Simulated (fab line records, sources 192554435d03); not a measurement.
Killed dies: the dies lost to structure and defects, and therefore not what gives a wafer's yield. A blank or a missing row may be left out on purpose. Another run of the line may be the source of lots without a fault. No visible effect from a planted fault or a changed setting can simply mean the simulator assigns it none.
Split-lot trial | flow n5_finfet | 7 lots, 21 wafers read, on a route of 1938 steps

## THE SPLIT
At N5_BEOL_M13_COAT_58 (time 60 s, resist thk 89 nm), the setting spin_rpm was moved away from the recipe's 1500 rpm on 8 of the 21 wafers read, by -8.3% to +9.8%. This setting was run at the recipe's value on the other wafers.

The split's own step is where the reading is taken.

## THE READING
BARC_of_BEOL_M13_COAT_58.thk_nm (the simulator's own value, which no gauge read), in nm, at N5_BEOL_M13_COAT_58 (time 60 s, resist thk 89 nm). No usual value for it is given in the file. Across the 13 wafers here that went through the recipe, the average is 89.1 nm and the standard deviation 0.31 nm.

wafer  | tool, chamber at the split | spin_rpm as run, rpm | against the recipe | BARC_of_BEOL_M13_COAT_58.thk_nm, nm | against lot-mates on the recipe
L076.1 | litho_track-02, 0          | 1500                 | recipe             | 89.4                                | -
L076.2 | litho_track-02, 0          | 1647                 | +9.8%              | 85                                  | -4.3
L076.6 | litho_track-02, 0          | 1500                 | recipe             | 89.2                                | -
L080.1 | litho_track-03, 0          | 1376                 | -8.3%              | 93.6                                | +4.0
L080.5 | litho_track-03, 0          | 1376                 | -8.3%              | 93.6                                | +4.0
L080.2 | litho_track-03, 0          | 1500                 | recipe             | 89.6                                | -
L074.4 | litho_track-03, 0          | 1500                 | recipe             | 89.4                                | -
L074.6 | litho_track-03, 0          | 1500                 | recipe             | 89.4                                | -
L074.5 | litho_track-03, 0          | 1566                 | +4.4%              | 87.6                                | -1.8
L084.2 | litho_track-01, 0          | 1500                 | recipe             | 88.8                                | -
L084.3 | litho_track-01, 0          | 1500                 | recipe             | 88.6                                | -
L084.6 | litho_track-01, 0          | 1500                 | recipe             | 89                                  | -
L088.1 | litho_track-03, 0          | 1500                 | recipe             | 89                                  | -
L088.2 | litho_track-03, 0          | 1613                 | +7.5%              | 85.8                                | -3.2
L088.5 | litho_track-03, 0          | 1613                 | +7.5%              | 85.4                                | -3.6
L093.1 | litho_track-01, 0          | 1500                 | recipe             | 89                                  | -
L093.3 | litho_track-01, 0          | 1500                 | recipe             | 88.6                                | -
L093.6 | litho_track-01, 0          | 1500                 | recipe             | 88.8                                | -
L097.1 | litho_track-03, 0          | 1500                 | recipe             | 89                                  | -
L097.2 | litho_track-03, 0          | 1583                 | +5.5%              | 86.8                                | -2.2
L097.6 | litho_track-03, 0          | 1583                 | +5.5%              | 87                                  | -2.0

FIT RESULTS
A straight line over all 21 wafers: BARC_of_BEOL_M13_COAT_58.thk_nm changes by -0.472 nm for each +1% of spin_rpm; r = -0.99; the points scatter about the line by 0.37 nm.
The same after taking each lot's own level away (the mean of its wafers on the recipe; 21 wafers): -0.451 nm for each +1%; r = -1.00; scatter 0.19 nm.
On that fit, the largest move of spin_rpm shifts the reading by 4.4 nm.
From 88.80 to 89.60 nm: that is the span of the lots' own levels, equal to 2.6 times the standard deviation above.
Consequently the slope shifts little with the lot-to-lot level, the two slopes agreeing.
Check: for one of the wafers moved furthest among these (+9.8%), held out of the fit, the line's prediction against its lot-mates is -4.36 nm. Against them it came out at -4.3 nm.

## FURTHER SPLITS ON THESE WAFERS
Other splits were also applied to these wafers ahead of the reading. Each is held against what the fit with the lots' levels taken away leaves over:
other split on the same wafers   | wafers away from the commonest value | r with BARC_of_BEOL_M13_COAT_58.thk_nm (lot level and that fit taken away)
N5_BEOL_M7_TRENCH_ETCH_37 time_s | 7                                    | -0.18
N5_BEOL_M8_ILD_DEP_00 time_s     | 9                                    | +0.05
N5_BEOL_M8_EXPOSE_08 dose_mj     | 9                                    | +0.22

## THE FILE'S OWN FIT
BARC_of_BEOL_M13_COAT_58.thk_nm changes by -0.444 nm for each +1% of spin_rpm, r = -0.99.
